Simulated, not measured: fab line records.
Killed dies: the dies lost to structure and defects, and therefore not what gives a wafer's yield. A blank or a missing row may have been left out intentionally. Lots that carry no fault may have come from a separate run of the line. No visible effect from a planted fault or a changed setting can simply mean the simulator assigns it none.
3 desks, one fault ; flow n5-finfet ; each desk holds nothing but its own numbers, with what lay behind them at the end

== THE DEFECT DESK ==
Inspection counts along the route, by lot: the mean over sampled wafers that carry a number. The brackets show how far a lot's mean lies from the usual mean; more than 4 standard deviations puts the lot out of limits, marked OUT.
Columns: A = raw-defect-count at N5_HKMG_FIN_INSPECT_14, usual 2.0
lot;first seen here;A
L850;day 5 05:04;2.7
L858;day 7 04:32;0.7
L861;day 8 00:14;3.0
L863;day 8 10:44;2.0
L864;day 8 16:08;3.0
L865;day 8 22:55;2.7
L868;day 9 16:14;1.3
This desk's finding: nothing out of limits on any of the 7 lots.

== AT THE TOOL OWNER'S DESK: ald-metal-04 ==
The tool's own readings at N5_HKMG_FIN_ALD_91 (deposits TiN, target thk 1 nm, pulse time 1 s, purge time 3 s): means of the sampled wafers that have a number, for each lot that ran on this tool. The brackets show how far a lot's mean lies from the usual mean; more than 4 standard deviations puts the lot out of limits, marked OUT.
Columns: A = heater-power-w at N5_HKMG_FIN_ALD_91, usual 881 W; B = precursor-pulse-height-rel at N5_HKMG_FIN_ALD_91, usual 0.997
lot;first seen here;A;B
L850;day 5 06:05;845;0.987
L861;day 8 01:16;958;1.009
L863;day 8 11:47;873;1.013
L864;day 8 17:10;908;0.998
This desk's finding: nothing out of limits on any of the 4 lots.

== THE METROLOGY DESK ==
What the gauges read for every lot (on any tool): the sampled wafers with a number, averaged. The brackets show how far a lot's mean lies from the usual mean; more than 4 standard deviations puts the lot out of limits, marked OUT.
Columns: A = cd-nm at N5_HKMG_FIN_CD_MEAS_12, usual 92.6 nm; B = NWFM_OVL at N5_HKMG_FIN_OVL_MEAS_13, usual 0.1 nm
lot;first seen here;A;B
L850;day 5 05:01;92.3;-0.3
L858;day 7 04:29;91.3;-1.0
L861;day 8 00:10;92.8;0.0
L863;day 8 10:41;92.8;1.0
L864;day 8 16:05;92.6;0.0
L865;day 8 22:52;91.9;0.7
L868;day 9 16:11;92.0;0.3
This desk's finding: nothing out of limits on any of the 7 lots.

== ALL TOGETHER ==
No out-of-limits result turned up at the defect desk.
The desk of the tool owner found nothing out of limits.
Metrology desk: nothing out of limits seen.

== WHAT THE SIMULATOR PUT IN ==
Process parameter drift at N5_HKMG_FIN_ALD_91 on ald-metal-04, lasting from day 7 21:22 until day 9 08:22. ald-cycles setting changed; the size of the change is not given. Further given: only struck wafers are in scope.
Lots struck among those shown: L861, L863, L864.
